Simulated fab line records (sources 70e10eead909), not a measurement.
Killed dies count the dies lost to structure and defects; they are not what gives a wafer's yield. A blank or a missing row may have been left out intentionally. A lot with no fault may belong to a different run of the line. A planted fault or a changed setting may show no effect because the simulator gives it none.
Which tool was responsible? | flow nandHarc | Sampling: 6 lots, 18 wafers, 5 of 1302 route steps

WHAT EACH GAUGE READ, for each wafer
NHARC_END_SORT_01.
lot | measured | on | killedAtArray

WHICH TOOL RAN EACH LOT (tool, then ch and the chambers of the sampled wafers, then the start)
lot  | NHARC_A_STAIRCASE_TRIM_229        | NHARC_A_BONDPAD_PVD_27                 | NHARC_A_BONDPAD_CMP_19        | NHARC_THIN_TSV_PRE_CLEAN_50
L259 | rieDiel-03 ch 2,3, day 16 04:52   | pvdSputter-02, day 23 13:46 or earlier | cmp-02 ch 0,2,3, day 23 13:46 | pvdSputter-02, no start
L262 | rieDiel-05 ch 0,3, day 17 12:02   | pvdSputter-01, day 24 07:41 or earlier | cmp-02 ch 1,2,3, day 24 07:41 | pvdSputter-01, no start
L275 | rieDiel-03 ch 0,2, day 22 16:26   | pvdSputter-03, day 29 18:01 or earlier | cmp-02 ch 1,3, day 29 18:01   | pvdSputter-02, no start
L277 | rieDiel-12 ch 0,1,3, day 24 02:44 | pvdSputter-02, day 31 08:05 or earlier | cmp-04 ch 1,2, day 31 08:05   | pvdSputter-01, no start
L279 | rieDiel-03 ch 1,2,3, day 24 22:31 | pvdSputter-01, day 32 00:22 or earlier | cmp-04 ch 0,2, day 32 00:22   | pvdSputter-03, no start
L282 | rieDiel-03 ch 0,1,2, day 25 16:29 | pvdSputter-02, day 32 22:19 or earlier | cmp-03 ch 0,1,3, day 32 22:19 | pvdSputter-03, no start
- NHARC_A_STAIRCASE_TRIM_229: chemistry O2, time 211.2 s.
- NHARC_A_BONDPAD_PVD_27: deposits Cu, target thk 30 nm, time 20.49 s.
- NHARC_A_BONDPAD_CMP_19: polishes, t overpolish 30 s, cu recess touch 16 s, target thk 169.82 nm.
- NHARC_THIN_TSV_PRE_CLEAN_50: time 30 s.

THE ANSWER, worked out from the rows above alone
Rule: what is usual is taken from the lots themselves. The widest of any qualifying gaps counts: lots, ordered by their means at a reading, are off when they make up no more than a third of the lots, leave a main group of 4 or more, and stand apart from it by 3 or more times the standard deviation of that group's means. Not used: any main group whose means are identical at the precision the tables above print for the reading. A lot without any number at a reading at which 4 lots or more have one is off too. Where the step has rows for the other lots, those lots are counted as sound.
No lot is off on any of the readings shown, so nothing can be concluded from this.

WHAT THE SIMULATOR HAD PUT IN
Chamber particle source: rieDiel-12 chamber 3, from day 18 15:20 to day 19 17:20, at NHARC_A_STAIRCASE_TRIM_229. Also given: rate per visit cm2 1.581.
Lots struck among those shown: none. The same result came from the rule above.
